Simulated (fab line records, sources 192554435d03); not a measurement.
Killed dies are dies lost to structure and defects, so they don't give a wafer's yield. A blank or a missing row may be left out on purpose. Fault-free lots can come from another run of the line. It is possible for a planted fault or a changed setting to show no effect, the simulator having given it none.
fab line records	flow n5_finfet
record lots=7	wafers=21
route steps=1938 shown BEOL_M3@980 BEOL_M4@1070 BEOL_M5@1119 BEOL_M7@1263
start_h: hours from the record's first day to the start of the lot's first wafer shown	wait_h: how many hours have passed since the lot's step before this one	" identical to the entry in the row above	L1.1+2: a single row standing in for several wafers	- either no value or no given start	* or withheld: withheld	< > ~ a bound
route shown NAME@n: a module of which the file shows steps, and the number in the route of the first	usual: average and standard deviation across the fault-free wafers	same: alike in all rows	chamber/n: place in a boat	sites: the reading at each site	_std_site: the standard deviation of these	_edge_site: outer sites' mean less inner sites'	radius_mm: how far each site lies from the wafer's centre	mask NAME#n: copy n	behind: the last tool/chamber to shape the wafer	hold: reason for holding the lot/hours on hold/outcome of the hold	device: the n, p or np transistor that did not switch	end of line: at the end of the route, the tests of the same wafers	a step given without rows: its recipe and nothing more	killed: the dies lost at the first sort to structure and to defects; this is not the yield of the wafer	map: the dies of a wafer, with x for killed, . for not killed, _ for no die there
set.NAME: setting as actually run; set.NAME@STEP: the setting as run at that earlier step	model.NAME: the simulator's own value behind a step, which no gauge read
one table per step and one row per wafer, for lots whose settings were changed on purpose
## steps
# step N5_BEOL_M3_TRENCH_ETCH_37
# recipe chemistry=C4F6/O2	target_depth_a=555.55	target=SiOC	time_s=29.2	ion_energy_ev=250	pressure_mtorr=30	source_w=355	bias_w=185	Ar_flow_sccm=300	C4F6_flow_sccm=10	O2_flow_sccm=10
lot.wafer	tool	chamber	start_h	wait_h	set.time_s	model.BEOL_M3.feature_depth_nm	model.etch.depth_nm
L075.2	rie_diel-02	2	-	-	34.98	66	66.01
L075.4	"	1	"	"	29.2	53.8	53.73
L075.6	"	2	"	"	34.98	65.8	65.85
L078.2	rie_diel-06	3	-	-	29.2	55.4	55.49
L078.4	"	0	"	"	33.36	63	62.98
L078.6	"	1	"	"	29.2	56.6	56.57
L080.3	rie_diel-06	2	-	-	29.2	55	54.92
L080.4	"	1	"	"	29.2	56.4	56.37
L080.6	"	2	"	"	29.2	55	54.95
L076.3	rie_diel-06	0	-	-	35.34	66	65.91
L076.4	"	3	"	"	35.34	66.2	66.25
L076.6	"	1	"	"	35.34	68	67.95
L090.2	rie_diel-04	1	-	-	29.2	57.6	57.57
L090.3	"	2	"	"	29.2	53.6	53.69
L090.6	"	2	"	"	26.45	47.8	47.72
L088.2	rie_diel-04	0	-	-	24.61	46.8	46.76
L088.5	"	1	"	"	29.2	57.2	57.15
L088.6	"	2	"	"	24.61	45	45.07
L091.2	rie_diel-06	1	-	-	29.2	56.2	56.26
L091.3	"	0	"	"	29.2	53.6	53.66
L091.5	"	0	"	"	29.2	54.2	54.2
# step N5_BEOL_M3_ETCH_41
# recipe chemistry=CH3F/O2	target=SiCN	target_depth_a=299	taper_deg=2	time_s=52.5	ion_energy_ev=120	mask_material=TiN	pressure_mtorr=30	source_w=395	bias_w=75	Ar_flow_sccm=150	CH3F_flow_sccm=30	O2_flow_sccm=20
# step N5_BEOL_M3_STRIP_97
# recipe chemistry=N2/H2	time_s=10	power_w=450	temp_c=40	pressure_mtorr=20	rf_frequency_hz=6e+07	bias_power_w=7	n2_flow_sccm=200	h2_flow_sccm=200
# step N5_BEOL_M3_OCD_MEAS_38
# usual trench_depth_nm=55.2/1.2
lot.wafer	tool	chamber	start_h	wait_h	set.time_s@BEOL_M3_TRENCH_ETCH_37	trench_depth_nm
L075.2	ocd-01	-	183.05	-	34.98	66.0
L075.4	"	-	"	"	29.2	53.5
L075.6	"	-	"	"	34.98	66.4
L078.2	ocd-02	-	196.34	-	29.2	55.1
L078.4	"	-	"	"	33.36	63.2
L078.6	"	-	"	"	29.2	56.0
L080.3	ocd-02	-	226.24	-	29.2	54.6
L080.4	"	-	"	"	29.2	56.7
L080.6	"	-	"	"	29.2	54.6
L076.3	ocd-02	-	295.93	-	35.34	65.8
L076.4	"	-	"	"	35.34	66.3
L076.6	"	-	"	"	35.34	68.0
L090.2	ocd-02	-	299.52	-	29.2	56.7
L090.3	"	-	"	"	29.2	53.9
L090.6	"	-	"	"	26.45	47.9
L088.2	ocd-02	-	314.69	-	24.61	46.5
L088.5	"	-	"	"	29.2	56.8
L088.6	"	-	"	"	24.61	45.0
L091.2	ocd-02	-	315.44	-	29.2	56.6
L091.3	"	-	"	"	29.2	53.3
L091.5	"	-	"	"	29.2	54.2
# step N5_BEOL_M4_TRENCH_ETCH_37
# recipe chemistry=C4F6/O2	target_depth_a=555.55	target=SiOC	time_s=29.2	ion_energy_ev=250	pressure_mtorr=30	source_w=355	bias_w=185	Ar_flow_sccm=300	C4F6_flow_sccm=10	O2_flow_sccm=10
lot.wafer	tool	chamber	start_h	wait_h	set.time_s	model.etch.depth_nm	model.BEOL_M4.feature_depth_nm
L075.2	rie_diel-03	3	-	-	31.33	59.14	59.2
L075.4	"	2	"	"	29.2	56.27	56.2
L075.6	"	2	"	"	29.2	56.13	56.2
L078.2	rie_diel-01	0	-	-	29.2	53.62	53.6
L078.4	"	2	"	"	29.2	54.33	54.4
L078.6	"	2	"	"	34.13	64.08	64
L080.3	rie_diel-01	2	-	-	29.2	54.13	54.2
L080.4	"	1	"	"	29.2	56.39	56.4
L080.6	"	3	"	"	29.2	53.87	53.8
L076.3	rie_diel-05	0	-	-	29.2	54.95	55
L076.4	"	3	"	"	24.41	45.97	46
L076.6	"	0	"	"	29.2	54.98	55
L090.2	rie_diel-03	3	-	-	29.2	55.07	55
L090.3	"	2	"	"	29.2	56.59	56.6
L090.6	"	2	"	"	29.2	56.38	56.4
L091.2	rie_diel-01	0	-	-	27.15	49.98	50
L091.3	"	2	"	"	27.15	50.77	50.8
L091.5	"	1	"	"	27.15	52.53	52.6
L088.2	rie_diel-05	2	-	-	29.2	56.53	56.6
L088.5	"	0	"	"	29.2	54.69	54.6
L088.6	"	3	"	"	31.56	59.32	59.4
# step N5_BEOL_M4_ETCH_41
# recipe chemistry=CH3F/O2	target=SiCN	target_depth_a=299	taper_deg=2	time_s=52.5	ion_energy_ev=120	mask_material=TiN	pressure_mtorr=30	source_w=395	bias_w=75	Ar_flow_sccm=150	CH3F_flow_sccm=30	O2_flow_sccm=20
# step N5_BEOL_M4_STRIP_97
# recipe chemistry=N2/H2	time_s=10	power_w=450	temp_c=40	pressure_mtorr=20	rf_frequency_hz=6e+07	bias_power_w=7	n2_flow_sccm=200	h2_flow_sccm=200
# step N5_BEOL_M4_OCD_MEAS_38
# usual trench_depth_nm=55.2/1
lot.wafer	tool	chamber	start_h	wait_h	set.time_s@BEOL_M4_TRENCH_ETCH_37	trench_depth_nm
L075.2	ocd-02	-	193.76	-	31.33	59.1
L075.4	"	-	"	"	29.2	56.2
L075.6	"	-	"	"	29.2	56.4
L078.2	ocd-02	-	235.83	-	29.2	53.8
L078.4	"	-	"	"	29.2	54.1
L078.6	"	-	"	"	34.13	64.2
L080.3	ocd-02	-	259.37	-	29.2	54.4
L080.4	"	-	"	"	29.2	56.4
L080.6	"	-	"	"	29.2	53.8
L076.3	ocd-01	-	302.62	-	29.2	55.1
L076.4	"	-	"	"	24.41	45.5
L076.6	"	-	"	"	29.2	54.9
L090.2	ocd-01	-	310.12	-	29.2	55.2
L090.3	"	-	"	"	29.2	56.3
L090.6	"	-	"	"	29.2	56.4
L091.2	ocd-02	-	325.30	-	27.15	49.9
L091.3	"	-	"	"	27.15	51.2
L091.5	"	-	"	"	27.15	52.6
L088.2	ocd-02	-	329.89	-	29.2	56.2
L088.5	"	-	"	"	29.2	54.7
L088.6	"	-	"	"	31.56	59.3
# step N5_BEOL_M4_HM_STRIP_39
# recipe chemistry=peroxide_tin_strip	material=TiN	target_depth_a=250	temp_c=50	time_s=158
# step N5_BEOL_M4_SRD_40
# recipe time_s=30	temp_c=23	rinse_liquid=diw	dry=ipa_marangoni
# step N5_BEOL_M4_ECD_50
# recipe material=Cu	target_thk_a=3000
# step N5_BEOL_M4_ANNEAL_51
# recipe temp_c=225	time_s=90	ambient=N2
# step N5_BEOL_M4_CMP_52
# recipe stop_on=SiOC	t_overpolish_s=6.8	down_force_psi=1	platen_rpm=50	clearing_platen_down_force_psi=1.5	clearing_platen_rpm=50	post_cmp_clean=cu_alkaline	target_thk_nm=40	clearing_platen_pad_velocity_m_s=0.99484	pad_velocity_m_s=0.99484
lot.wafer	tool	chamber	start_h	wait_h	set.time_s@BEOL_M4_TRENCH_ETCH_37	model.Cu_of_BEOL_M4_ECD_50.thk_nm
L075.2	cmp-02	1	196.83	0.2	31.33	43.8
L075.4	"	3	"	"	29.2	40.4
L075.6	"	1	"	"	29.2	39.6
L078.2	cmp-03	3	238.86	0.2	29.2	37.6
L078.4	"	0	"	"	29.2	39.8
L078.6	"	0	"	"	34.13	49.8
L080.4	cmp-01	0	264.08	0.1	29.2	41.6
L080.3+6	"	1,0	"	"	29.2	38.8
L076.3	cmp-03	1	306.26	0.2	29.2	37.8
L076.4	"	2	"	"	24.41	28.4
L076.6	"	1	"	"	29.2	37
L090.2	cmp-01	2	315.19	0.2	29.2	38.6
L090.3	"	1	"	"	29.2	39.8
L090.6	"	3	"	"	29.2	41.4
L091.3	cmp-01	2	329.56	0.3	27.15	35.2
L091.2	"	0	"	"	27.15	34
L091.5	"	2	"	"	27.15	36.4
L088.2	cmp-02	1	333.34	0.3	29.2	39.8
L088.6	"	0	"	"	31.56	43
L088.5	"	1	"	"	29.2	37.8
# step N5_BEOL_M4_THK_MEAS_53
# recipe thk_meas_gauge=xrf	reads=Cu_of_BEOL_M4_ECD_50
# usual M4_THK=39.9/1.5
lot.wafer	tool	chamber	start_h	wait_h	set.time_s@BEOL_M4_TRENCH_ETCH_37	M4_THK[nm]
L075.2	film_metro-02	-	197.13	-	31.33	44.3
L075.4	"	-	"	"	29.2	40.7
L075.6	"	-	"	"	29.2	40.0
L078.2	film_metro-02	-	239.15	-	29.2	38.6
L078.4	"	-	"	"	29.2	40.7
L078.6	"	-	"	"	34.13	51.0
L080.3	film_metro-02	-	264.38	-	29.2	39.3
L080.4	"	-	"	"	29.2	41.9
L080.6	"	-	"	"	29.2	39.3
L076.3	film_metro-01	-	306.56	-	29.2	38.0
L076.4	"	-	"	"	24.41	28.7
L076.6	"	-	"	"	29.2	37.5
L090.2	film_metro-01	-	315.48	-	29.2	39.3
L090.3	"	-	"	"	29.2	40.6
L090.6	"	-	"	"	29.2	42.2
L091.2	film_metro-01	-	329.82	-	27.15	34.7
L091.3	"	-	"	"	27.15	35.9
L091.5	"	-	"	"	27.15	37.0
L088.2	film_metro-01	-	333.60	-	29.2	40.6
L088.5	"	-	"	"	29.2	38.5
L088.6	"	-	"	"	31.56	43.9
# step N5_BEOL_M4_PRE_CLEAN_60
# recipe gas=NH3/H2	time_s=15	temp_c=*	rf_power_w=300
# step N5_BEOL_M4_CO_CAP_55
# recipe material=Co	target_thk_a=20	temp_c=200	precursor=CCTBA/H2	pressure_torr=30	time_s=102.1
# step N5_BEOL_M4_PRE_CLEAN_56
# recipe gas=NH3	time_s=15	temp_c=withheld	rf_power_w=300
# step N5_BEOL_M4_DEP_57
# recipe material=SiCN	target_thk_a=80	temp_c=withheld	precursor=3MS/NH3	pressure_torr=3	rf_w=202	time_s=14
# step N5_BEOL_M4_RS_MEAS_58
# recipe thk_meas_gauge=four-point-probe	reads=Co_of_BEOL_M4_CO_CAP_55+Cu_of_BEOL_M4_ECD_50+Co_of_BEOL_M4_CVD_47+TaN_of_BEOL_M4_ALD_84
# usual M4_RS=0.68/0.034
lot.wafer	tool	chamber	start_h	wait_h	set.time_s@BEOL_M4_TRENCH_ETCH_37	M4_RS[ohm/sq]
L075.2	film_metro-01	-	197.39	0.1	31.33	0.59
L075.4	"	-	"	"	29.2	0.66
L075.6	"	-	"	"	29.2	0.67
L078.2	film_metro-02	-	239.48	0.1	29.2	0.72
L078.4	"	-	"	"	29.2	0.67
L078.6	"	-	"	"	34.13	0.51
L080.3	film_metro-02	-	264.64	0.1	29.2	0.70
L080.4	"	-	"	"	29.2	0.63
L080.6	"	-	"	"	29.2	0.69
L076.3	film_metro-01	-	306.85	0.1	29.2	0.72
L076.4	"	-	"	"	24.41	1.04
L076.6	"	-	"	"	29.2	0.74
L090.2	film_metro-02	-	315.80	0.1	29.2	0.70
L090.3	"	-	"	"	29.2	0.67
L090.6	"	-	"	"	29.2	0.64
L091.2	film_metro-02	-	330.13	0.1	27.15	0.82
L091.3	"	-	"	"	27.15	0.79
L091.5	"	-	"	"	27.15	0.75
L088.2	film_metro-02	-	333.86	0.1	29.2	0.67
L088.5	"	-	"	"	29.2	0.72
L088.6	"	-	"	"	31.56	0.61
# step N5_BEOL_M5_COAT_71
# recipe resist=underlayer	temp_c=205	time_s=60	spin_rpm=1500	resist_thk_nm=5
lot.wafer	tool	chamber	start_h	wait_h	set.spin_rpm
L075.2+4+6	litho_track-02	0	-	-	1500
L078.2+4+6	litho_track-03	0	-	-	1500
L080.3+4+6	litho_track-01	0	-	-	1500
L076.3+4+6	litho_track-01	0	-	-	1500
L090.2+3	litho_track-02	0	-	-	1500
L090.6	"	0	"	"	1340
L091.2+5	litho_track-02	0	-	-	1359
L091.3	"	0	"	"	1500
L088.2	litho_track-03	0	-	-	1438
L088.5+6	"	0	"	"	1500
# step N5_BEOL_M5_COAT_05
# recipe resist=CAR-EUV	spin_rpm=1500	resist_thk_nm=30
# step N5_BEOL_M5_EBR_07
# recipe solvent=PGMEA	ebr_width_mm=1.5
# step N5_BEOL_M5_DESCUM_16
# recipe chemistry=O2	time_s=7	source_power_w=50	bias_power_w=20	pressure_mtorr=20	rf_frequency_hz=2.712e+07	temp_c=40	resist=CAR-EUV	o2_flow_sccm=225
# step N5_BEOL_M5_ETCH_72
# recipe chemistry=N2/H2	target=underlayer	target_depth_a=65	mask_material=CAR-EUV	time_s=5.2	ion_energy_ev=200	pressure_mtorr=30	source_w=840	bias_w=150	n2_flow_sccm=200	h2_flow_sccm=200	ends=cleared
lot.wafer	tool	chamber	start_h	wait_h	set.spin_rpm@BEOL_M5_COAT_71	model.etch.depth_nm
L075.2	rie_diel-02	0	201.32	0.0	1500	4.983
L075.4	"	1	"	"	1500	4.995
L075.6	"	0	"	"	1500	5.002
L078.2	rie_diel-06	3	244.01	0.0	1500	5.002
L078.4	"	0	"	"	1500	5
L078.6	"	2	"	"	1500	5.008
L080.3	rie_diel-06	2	266.86	0.0	1500	5.003
L080.4	"	3	"	"	1500	5.012
L080.6	"	1	"	"	1500	5.019
L076.3	rie_diel-04	1	310.78	0.0	1500	5.008
L076.4	"	2	"	"	1500	4.99
L076.6	"	1	"	"	1500	5
L090.2	rie_diel-06	3	318.03	0.0	1500	4.998
L090.3	"	2	"	"	1500	4.997
L090.6	"	3	"	"	1340	5.299
L091.2	rie_diel-04	1	333.94	0.0	1359	5.24
L091.3	"	2	"	"	1500	4.99
L091.5	"	2	"	"	1359	5.254
L088.2	rie_diel-06	3	337.68	0.0	1438	5.091
L088.5	"	1	"	"	1500	4.995
L088.6	"	0	"	"	1500	5.002
# step N5_BEOL_M5_TRENCH_ETCH_37
# recipe chemistry=C4F6/O2	target_depth_a=716.52	target=SiCOH_lowk	time_s=24.7	ion_energy_ev=250	pressure_mtorr=30	source_w=345	bias_w=185	Ar_flow_sccm=300	C4F6_flow_sccm=10	O2_flow_sccm=10
# usual rf_vpp_V=669/12
lot.wafer	tool	chamber	start_h	wait_h	set.bias_w	rf_vpp_V
L075.2	rie_diel-02	2	-	-	208.4	760
L075.4	"	0	"	"	208.4	739
L075.6	"	1	"	"	208.4	729
L078.2	rie_diel-04	0	-	-	161.7	579
L078.4	"	3	"	"	185	652
L078.6	"	3	"	"	161.7	584
L080.3	rie_diel-06	1	-	-	185	668
L080.4	"	0	"	"	185	680
L080.6	"	3	"	"	185	671
L076.3	rie_diel-06	2	-	-	185	677
L076.4	"	3	"	"	185	674
L076.6	"	3	"	"	196.4	703
L090.2	rie_diel-06	2	-	-	185	677
L090.3	"	0	"	"	185	678
L090.6	"	1	"	"	185	667
L091.2	rie_diel-04	3	-	-	159.6	578
L091.3	"	1	"	"	185	660
L091.5	"	3	"	"	185	651
L088.2	rie_diel-06	0	-	-	157.9	597
L088.5	"	1	"	"	185	666
L088.6	"	3	"	"	157.9	592
# step N5_BEOL_M5_ETCH_41
# recipe chemistry=CH3F/O2	target=SiCN	target_depth_a=315	taper_deg=2	time_s=56.7	ion_energy_ev=120	mask_material=TiN	pressure_mtorr=30	source_w=395	bias_w=75	Ar_flow_sccm=150	CH3F_flow_sccm=30	O2_flow_sccm=20
# usual rf_vpp_V=296.8/1.8
lot.wafer	tool	chamber	start_h	wait_h	set.source_w	rf_vpp_V
L075.2	rie_diel-02	2	-	-	395	297.5
L075.4	"	0	"	"	395	299.3
L075.6	"	1	"	"	438.1	286.9
L078.2	rie_diel-04	0	-	-	395	298.2
L078.4	"	3	"	"	461.1	282.2
L078.6	"	3	"	"	461.1	282.5
L080.3	rie_diel-06	1	-	-	395	294.6
L080.4	"	0	"	"	395	296.3
L080.6	"	3	"	"	395	295.9
L076.3	rie_diel-06	2	-	-	395	296.2
L076.4	"	3	"	"	395	295.4
L076.6	"	3	"	"	335.3	311.1
L090.2	rie_diel-06	2	-	-	346.4	311.5
L090.3	"	0	"	"	395	295.7
L090.6	"	1	"	"	395	296.4
L091.2	rie_diel-04	3	-	-	395	296.8
L091.3	"	1	"	"	432.8	291.7
L091.5	"	3	"	"	432.8	288.2
L088.2	rie_diel-06	0	-	-	460.3	281.8
L088.5	"	1	"	"	460.3	279.6
L088.6	"	3	"	"	395	294.8
# step N5_BEOL_M7_ILD_DEP_00
# recipe material=SiCOH_lowk	target_thk_a=1797.5	temp_c=300	precursor=DEMS/porogen	pressure_torr=5	rf_w=500	time_s=33.4
lot.wafer	tool	chamber	start_h	wait_h	set.time_s	model.SiCOH_lowk_of_BEOL_M7_ILD_DEP_00.thk_nm
L075.2	pecvd-04	2	215.17	0.0	36.75	201.4
L075.4	"	1	"	"	33.4	182.8
L075.6	"	2	"	"	36.75	200.8
L078.2	pecvd-04	1	262.84	0.0	33.4	177.8
L078.4	"	1	"	"	33.4	180.2
L078.6	"	2	"	"	33.4	182.2
L080.3	pecvd-04	1	285.23	0.1	33.4	178.8
L080.4	"	0	"	"	33.4	180
L080.6	"	2	"	"	33.4	182.6
L076.3	pecvd-04	1	331.69	0.1	29.48	157
L076.4	"	0	"	"	33.4	175.2
L076.6	"	1	"	"	33.4	178.2
L090.2	pecvd-01	0	336.56	0.0	33.4	181
L090.3	"	1	"	"	33.4	174.8
L090.6	"	2	"	"	33.4	184.2
L091.2	pecvd-01	1	356.45	0.0	33.4	175
L091.3	"	2	"	"	33.4	176.4
L091.5	"	2	"	"	33.4	178.8
L088.2	pecvd-01	0	359.33	0.0	33.4	177.8
L088.5	"	0	"	"	33.4	180.4
L088.6	"	2	"	"	33.4	180.8
# step N5_BEOL_M7_CURE_74
# recipe temp_c=385	time_s=240	ambient=He/Ar	material=SiCOH_lowk
lot.wafer	tool	chamber	start_h	wait_h	set.time_s@BEOL_M7_ILD_DEP_00	model.SiCOH_lowk_of_BEOL_M7_ILD_DEP_00.thk_nm
L075.2	uv_cure-02	2	215.32	0.1	36.75	173.8
L075.4	"	2	"	"	33.4	157.6
L075.6	"	2	"	"	36.75	173.4
L078.2	uv_cure-03	1	262.99	0.1	33.4	153.2
L078.4	"	1	"	"	33.4	155.4
L078.6	"	1	"	"	33.4	157.2
L080.3	uv_cure-01	2	285.46	0.2	33.4	154.2
L080.4	"	2	"	"	33.4	155.2
L080.6	"	2	"	"	33.4	157.6
L076.3	uv_cure-01	2	331.92	0.2	29.48	135.2
L076.4	"	2	"	"	33.4	151
L076.6	"	2	"	"	33.4	153.6
L090.2	uv_cure-03	1	336.78	0.2	33.4	156.2
L090.3	"	1	"	"	33.4	150.8
L090.6	"	1	"	"	33.4	158.8
L091.2	uv_cure-01	2	356.69	0.2	33.4	151
L091.3	"	2	"	"	33.4	152
L091.5	"	2	"	"	33.4	154.2
L088.2	uv_cure-01	0	359.56	0.2	33.4	153.4
L088.5	"	0	"	"	33.4	155.6
L088.6	"	0	"	"	33.4	156
# step N5_BEOL_M7_THK_MEAS_01
# recipe reads=SiCOH_lowk_of_BEOL_M7_ILD_DEP_00
# usual M7_ILD_THK=154.4/2.1
lot.wafer	tool	chamber	start_h	wait_h	set.time_s@BEOL_M7_ILD_DEP_00	M7_ILD_THK[nm]
L075.2	film_metro-01	-	215.75	0.4	36.75	173.6
L075.4	"	-	"	"	33.4	157.7
L075.6	"	-	"	"	36.75	173.5
L078.2	film_metro-01	-	263.42	0.4	33.4	153.4
L078.4	"	-	"	"	33.4	155.4
L078.6	"	-	"	"	33.4	157.2
L080.3	film_metro-01	-	285.81	0.3	33.4	154.1
L080.4	"	-	"	"	33.4	155.2
L080.6	"	-	"	"	33.4	157.6
L076.3	film_metro-01	-	332.27	0.3	29.48	135.3
L076.4	"	-	"	"	33.4	151.1
L076.6	"	-	"	"	33.4	153.6
L090.2	film_metro-01	-	337.61	0.7	33.4	156.1
L090.3	"	-	"	"	33.4	150.7
L090.6	"	-	"	"	33.4	158.9
L091.2	film_metro-02	-	357.12	0.4	33.4	150.9
L091.3	"	-	"	"	33.4	151.9
L091.5	"	-	"	"	33.4	154.1
L088.2	film_metro-02	-	359.99	0.4	33.4	153.3
L088.5	"	-	"	"	33.4	155.4
L088.6	"	-	"	"	33.4	155.9
## key
split step=N5_BEOL_M3_TRENCH_ETCH_37	setting=time_s	stated=29.2	by=wafer
response step=N5_BEOL_M3_TRENCH_ETCH_37	reading=model.BEOL_M3.feature_depth_nm	change=+0.634	per=1%	r=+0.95
response step=N5_BEOL_M3_TRENCH_ETCH_37	reading=model.etch.depth_nm	change=+0.636	per=1%	r=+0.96
response step=N5_BEOL_M3_OCD_MEAS_38	reading=trench_depth_nm	change=+0.649	per=1%	r=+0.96
split step=N5_BEOL_M4_TRENCH_ETCH_37	setting=time_s	stated=29.2	by=wafer
response step=N5_BEOL_M4_TRENCH_ETCH_37	reading=model.etch.depth_nm	change=+0.549	per=1%	r=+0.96
response step=N5_BEOL_M4_TRENCH_ETCH_37	reading=model.BEOL_M4.feature_depth_nm	change=+0.549	per=1%	r=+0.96
response step=N5_BEOL_M4_OCD_MEAS_38	reading=trench_depth_nm	change=+0.566	per=1%	r=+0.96
response step=N5_BEOL_M4_CMP_52	reading=model.Cu_of_BEOL_M4_ECD_50.thk_nm	change=+0.59	per=1%	r=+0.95
response step=N5_BEOL_M4_THK_MEAS_53	reading=M4_THK	change=+0.598	per=1%	r=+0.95
response step=N5_BEOL_M4_RS_MEAS_58	reading=M4_RS	change=-0.0143	per=1%	r=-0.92
split step=N5_BEOL_M5_COAT_71	setting=spin_rpm	stated=1500	by=wafer
response step=N5_BEOL_M5_ETCH_72	reading=model.etch.depth_nm	change=-0.0275	per=1%	r=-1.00
split step=N5_BEOL_M5_TRENCH_ETCH_37	setting=bias_w	stated=185	by=wafer
response step=N5_BEOL_M5_TRENCH_ETCH_37	reading=rf_vpp_V	change=+5.29	per=1%	r=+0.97
split step=N5_BEOL_M5_ETCH_41	setting=source_w	stated=395	by=wafer
response step=N5_BEOL_M5_ETCH_41	reading=rf_vpp_V	change=-0.971	per=1%	r=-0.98
split step=N5_BEOL_M7_ILD_DEP_00	setting=time_s	stated=33.4	by=wafer
response step=N5_BEOL_M7_ILD_DEP_00	reading=model.SiCOH_lowk_of_BEOL_M7_ILD_DEP_00.thk_nm	change=+1.74	per=1%	r=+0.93
response step=N5_BEOL_M7_CURE_74	reading=model.SiCOH_lowk_of_BEOL_M7_ILD_DEP_00.thk_nm	change=+1.52	per=1%	r=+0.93
response step=N5_BEOL_M7_THK_MEAS_01	reading=M7_ILD_THK	change=+1.51	per=1%	r=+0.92
